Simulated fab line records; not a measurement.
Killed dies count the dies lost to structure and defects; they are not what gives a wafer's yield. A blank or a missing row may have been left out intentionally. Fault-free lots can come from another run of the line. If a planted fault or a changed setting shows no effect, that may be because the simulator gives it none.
Problem report, 8D (eight disciplines) form, completed by code ; flow nand_harc ; the parts of the form that need people (team, actions taken, sign-off) are left out

## 1. WHAT WENT WRONG
At NHARC_END_SORT_01, killed_at_array averages 673 over 4 wafers from 2 lots, while fault-free wafers read 53, standard deviation 20. Measured from the usual mean, that is +31 standard deviations.
First observed at day 30 01:25: wafer L483.2, on prober-02. The record has a number at this step for 21 wafers belonging to 7 lots. Rule for "out", or "out of limits": more than 4 standard deviations from the usual mean. The rest of the wafers with a number are treated as sound.

## 2. WHAT IT IS, WHAT IT ISN'T
question;is;is not
which readings at this step;killed_at_array, killed_dies;killed_at_other, killed_at_periphery, killed_open, killed_short
which lots;L483, L485;L468, L474, L475, L476, L478
which wafers of those lots;L483.2, L483.4, L485.3, L485.5;L483.3, L485.4
read on which gauges;prober-01, prober-02;-
when;from day 30 01:25;"up to then (15 sound wafers); but 2 sound wafers of L483, L485 came after"

## 3. SUSPECTS, AND WHAT RULES EACH OUT
Counting: a tool at a process step up to the reading stays a suspect if it ran every lot that is out. Sound lots after the first of them don't rule it out here, since some wafers of a struck lot are sound.
- the gauge at NHARC_END_SORT_01 is ruled out. 2 gauges (prober-01, prober-02) read the wafers that are out.
- pecvd-01 at NHARC_A_STAIRCASE_DEP_325 (deposits SiO2, target thk 7200 nm): kept. Ran every lot that is out, first one L483 (day 24 07:31); last sound lot up to then L478 (day 22 07:17).
- pecvd-01, NHARC_A_STAIRCASE_DEP_325: wafers that are out in chamber 0, sound lot-mates in chambers 1, 2.
Remaining after the count: pecvd-01 at NHARC_A_STAIRCASE_DEP_325.

## 4. THE CAUSE (what the simulator had put in)
pecvd-01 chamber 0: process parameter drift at NHARC_A_STAIRCASE_DEP_325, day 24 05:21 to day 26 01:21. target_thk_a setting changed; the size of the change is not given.
Counting left only this tool.

## 5. THE EFFECT CHAIN, in route order
Each row: a reading whose mean over the struck wafers that have a number lies more than 3 standard deviations from the usual. Only readings for which the record gives a usual standard deviation are gone through. hours: the time from each lot's start at the first step in this table that gives one to its start at this step, as a median over the lots. sigmas: the change in usual standard deviations.
hours;step;reading;usual;on struck wafers;change;sigmas
0;NHARC_END_SORT_01;killed_at_array;53;673;+620;+31
0;NHARC_END_SORT_01;killed_dies;58;677;+619;+31

## 6. WHAT WOULD HAVE CAUGHT IT SOONER
The first out-of-limits reading at a measuring or inspecting step in this record came at day 30 01:25, 140 hours after the fault's start at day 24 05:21.
Of the tool readings at NHARC_A_STAIRCASE_DEP_325 for which the record gives a usual standard deviation, none was out on any struck wafer, so an alarm limit of 4 standard deviations on them would not have fired.
Lots out: 2; all had begun NHARC_A_STAIRCASE_DEP_325 on pecvd-01 by day 30 01:25. A hold on the tool at that time would have spared none of them.
